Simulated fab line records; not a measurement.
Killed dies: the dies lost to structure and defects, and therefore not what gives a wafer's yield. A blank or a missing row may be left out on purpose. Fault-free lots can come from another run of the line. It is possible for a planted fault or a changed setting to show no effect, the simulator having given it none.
Code-filled problem report in 8D (eight disciplines) form || flow n5-finfet || the parts of the form that need people (team, actions taken, sign-off) are left out

1. THE ISSUE
Mean of wafer_temp_C_max at N5_SD_ACTIVATION_LSA_01: 1094.2 across 6 wafers in 2 lots; on wafers with no fault it is 1085.5 (standard deviation 1.5). That is +5.8 standard deviations from the usual mean.
The step: time 0.0008 s.
The first sign was on wafer L503.1 at day 5 09:55, on laser-anneal-02. Wafers with a number at this step in the record: 33, from 11 lots. Rule for "out" (also "out of limits"): further than 4 standard deviations from the usual mean. The rest of the wafers with a number are treated as sound.

2. WHAT IT IS AND WHAT IT IS NOT
{"question": "which readings at this step", "is": "wafer_temp_C_max", "is not": "-"}
{"question": "which lots", "is": "L503, L504", "is not": "L495, L501, L510, L512, L514, L515, L516, L517, L518"}
{"question": "which wafers of those lots", "is": "all that have a number", "is not": "-"}
{"question": "read on which tools", "is": "laser-anneal-02", "is not": "laser-anneal-01"}
{"question": "when", "is": "from day 5 09:55", "is not": "up to then (6 sound wafers); but 21 sound wafers of L510, L512, L514, L515, L516, L517, L518 came after"}

3. THE SUSPECTS, EACH WITH WHAT RULES IT OUT
Counting: a tool at any process step up to the reading remains a suspect when it ran all the lots that are out and ran no sound lot after the first of those.
- rie-diel-05 at N5_SD_EPI_P_DESCUM_14 (chemistry O2, time 7.9 s): ruled out as a lasting fault. Following L503 (day 5 05:07), the first lot on it that is out, the sound lots L515, L516, L517 were run on it.
- rie-diel-05 at N5_SD_EPI_P_ETCH_36 (etches SiARC in CF4, target depth 45.5 nm, time 75.8 s): ruled out as a lasting fault. Following L503 (day 5 05:08), the first lot on it that is out, the sound lots L515, L516, L517 were run on it.
- laser-anneal-02 at N5_SD_ACTIVATION_LSA_01 (time 0.0008 s): ruled out as a lasting fault. Following L503 (day 5 09:55), the first lot on it that is out, the sound lots L515, L517 were run on it.
Left after counting: nothing in the record.

4. THE CAUSE (what the simulator had put in)
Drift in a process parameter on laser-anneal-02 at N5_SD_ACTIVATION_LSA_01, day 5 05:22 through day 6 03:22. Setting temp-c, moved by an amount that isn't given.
Counting ruled it out, wrongly.

5. THE EFFECT CHAIN, in route order
One row per reading whose mean, taken over the struck wafers that have a number, lies over 3 standard deviations from the usual. Readings are gone through only where the record gives a usual standard deviation; hours: the median, over the lots, of the time from a lot's start at the first step in this table giving one to that lot's start at this step; sigmas: the change measured in usual standard deviations.
{"hours": 0, "step": "N5_SD_ACTIVATION_LSA_01", "reading": "wafer_temp_C_max", "usual": 1085.5, "on struck wafers": 1094.2, "change": "+8.7", "sigmas": "+5.8"}
It contains these process steps:
- N5_SD_ACTIVATION_LSA_01: time 0.0008 s.
At these later measuring or inspecting steps, every struck wafer for which the step has a row has a number for every such reading, and none has moved that far: N5_SD_ACTIVATION_INSPECT_02.

6. HOW IT WOULD HAVE BEEN CAUGHT EARLIER
In this record no reading fell out of limits until day 5 09:55, 5 hours after the fault had begun at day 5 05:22.
